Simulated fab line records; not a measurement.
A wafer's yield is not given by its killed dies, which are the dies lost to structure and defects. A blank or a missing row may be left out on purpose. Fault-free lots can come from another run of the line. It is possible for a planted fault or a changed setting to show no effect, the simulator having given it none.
Chamber matching | flow nand harc | cmp-04 running NHARC_P_STI_CMP_21: 4 sister chambers
The step polishes, t overpolish 20 s, target thk 380.67 nm. 8 wafers are shown with their chamber, then 9 later ones without.

== WAFERS PAIRED WITH THEIR CHAMBERS ==
wafer  | chamber | motor current A (A) | overpolish run s (s)
L738.4 | 0       | 13.0                | 19.999
L742.4 | 1       | 12.6                | 20.013
L742.5 | 0       | 12.4                | 20.008
L745.2 | 3       | 13.4                | 19.993
L745.6 | 2       | 12.3                | 19.994
L746.1 | 1       | 12.4                | 19.990
L746.3 | 3       | 12.9                | 20.000
L746.6 | 2       | 12.6                | 20.018

== WAFERS WITHOUT THEIR CHAMBER ==
wafer  | motor current A (A) | overpolish run s (s)
L747.1 | 13.4                | 19.987
L747.5 | 12.3                | 19.994
L747.6 | 12.4                | 19.993
L748.1 | 12.0                | 19.984
L748.3 | 12.2                | 19.986
L748.4 | 13.5                | 19.998
L758.4 | 12.4                | 20.006
L758.5 | 12.8                | 19.997
L758.6 | 12.4                | 19.988

== THE CHAMBER EACH PASSED THROUGH ==
wafer  | from the rows above               | in truth
L747.1 | can't be placed: 3 or 0           | 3
L747.5 | can't be placed: 1 or 2 or 0 or 3 | 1
L747.6 | can't be placed: 1 or 2 or 0 or 3 | 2
L748.1 | can't be placed: 1 or 2 or 0 or 3 | 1
L748.3 | can't be placed: 1 or 2 or 0 or 3 | 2
L748.4 | can't be placed: 3 or 0           | 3
L758.4 | can't be placed: 2 or 1 or 0      | 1
L758.5 | can't be placed: 0 or 1 or 3 or 2 | 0
L758.6 | can't be placed: 1 or 2 or 0 or 3 | 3
Correct placement for 0 of the 9. Unplaceable from these rows: 9, with the true chamber sitting among the candidates in 9. Placed wrongly: 0.
How it was worked out, from the rows above alone: a wafer's distance from a chamber is the root of the sum, over the readings, of the square of ((its reading less the chamber's mean) divided by the reading's scatter). If the next closest chamber is less than 2 further off than the closest, the wafer can't be placed; otherwise it belongs to the closest. A chamber's mean is the mean of its shown wafers. How the scatter is found: for the shown wafers, subtract from each reading the mean of its chamber, square and add these, divide the total by (wafers less chambers), then take the root.
